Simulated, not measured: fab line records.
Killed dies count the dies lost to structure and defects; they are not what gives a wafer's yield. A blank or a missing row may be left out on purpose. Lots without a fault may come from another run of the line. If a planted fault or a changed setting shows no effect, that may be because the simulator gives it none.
Chamber matching + flow n5-finfet + N5_FIN_SAQP_HM_OPEN_73 on rie-diel-05: 3 sister chambers
The step chemistry CHF3/O2, target SiO2, stops on a-Si, target depth 12 nm, time 16.8 s. 14 wafers are shown with their chamber, then 4 later ones without.

## WAFERS PAIRED WITH THEIR CHAMBERS
| wafer  | chamber | showerhead-plenum-p-Torr (Torr) | oes_ar_750_au (a.u.) | throttle-valve-pct (%) |
|--------|---------|---------------------------------|----------------------|------------------------|
| L413.1 | 1       | 2.38                            | 0.69                 | 19.00                  |
| L413.2 | 3       | 2.40                            | 0.71                 | 18.82                  |
| L413.6 | 2       | 2.51                            | 0.80                 | 18.83                  |
| L415.4 | 1       | 2.38                            | 0.69                 | 19.00                  |
| L415.5 | 3       | 2.39                            | 0.70                 | 18.82                  |
| L415.6 | 2       | 2.51                            | 0.79                 | 18.84                  |
| L416.2 | 2       | 2.51                            | 0.79                 | 18.86                  |
| L416.3 | 1       | 2.38                            | 0.69                 | 18.99                  |
| L416.6 | 1       | 2.38                            | 0.69                 | 19.02                  |
| L418.2 | 2       | 2.51                            | 0.79                 | 18.86                  |
| L418.4 | 1       | 2.38                            | 0.69                 | 19.02                  |
| L418.5 | 2       | 2.51                            | 0.79                 | 18.84                  |
| L420.1 | 3       | 2.39                            | 0.69                 | 18.85                  |
| L420.3 | 1       | 2.38                            | 0.68                 | 19.03                  |

SIGNATURES (means of the wafers above)
| reading                  | chamber 1 | chamber 2 | chamber 3 | scatter within a chamber |
|--------------------------|-----------|-----------|-----------|--------------------------|
| showerhead-plenum-p-Torr | 2.3800    | 2.5100    | 2.3933    | 0.00246                  |
| oes_ar_750_au            | 0.6883    | 0.7920    | 0.7000    | 0.00575                  |
| throttle-valve-pct       | 19.0100   | 18.8460   | 18.8300   | 0.0151                   |
Rule: distance of a wafer from a chamber = root of the sum over the readings of ((wafer's reading minus chamber's mean) / reading's scatter) squared. If the next closest chamber is less than 2 further off than the closest, the wafer can't be placed; otherwise it belongs to the closest. The scatter: the root of (the sum of the squares of (reading less its chamber's mean) over the shown wafers, divided by (wafers less chambers)).

## WAFERS WHOSE CHAMBER IS MISSING
| wafer  | showerhead-plenum-p-Torr (Torr) | oes_ar_750_au (a.u.) | throttle-valve-pct (%) |
|--------|---------------------------------|----------------------|------------------------|
| L428.2 | 2.38                            | 0.68                 | 18.88                  |
| L435.1 | 2.49                            | 0.76                 | 18.90                  |
| L435.5 | 2.37                            | 0.92                 | 18.63                  |
| L435.6 | 2.49                            | 0.76                 | 18.91                  |

## CHAMBER TAKEN BY EACH
| wafer  | from the rows above     | in truth                   |
|--------|-------------------------|----------------------------|
| L428.2 | can't be placed: 3 or 1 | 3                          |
| L435.1 | 2                       | 2                          |
| L435.5 | 3                       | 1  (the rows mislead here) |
| L435.6 | 2                       | 2                          |
Placed correctly: 2 of 4. Cannot be placed on the basis of these rows: 1; the candidates contain the true chamber in 1. 1 placed wrongly.
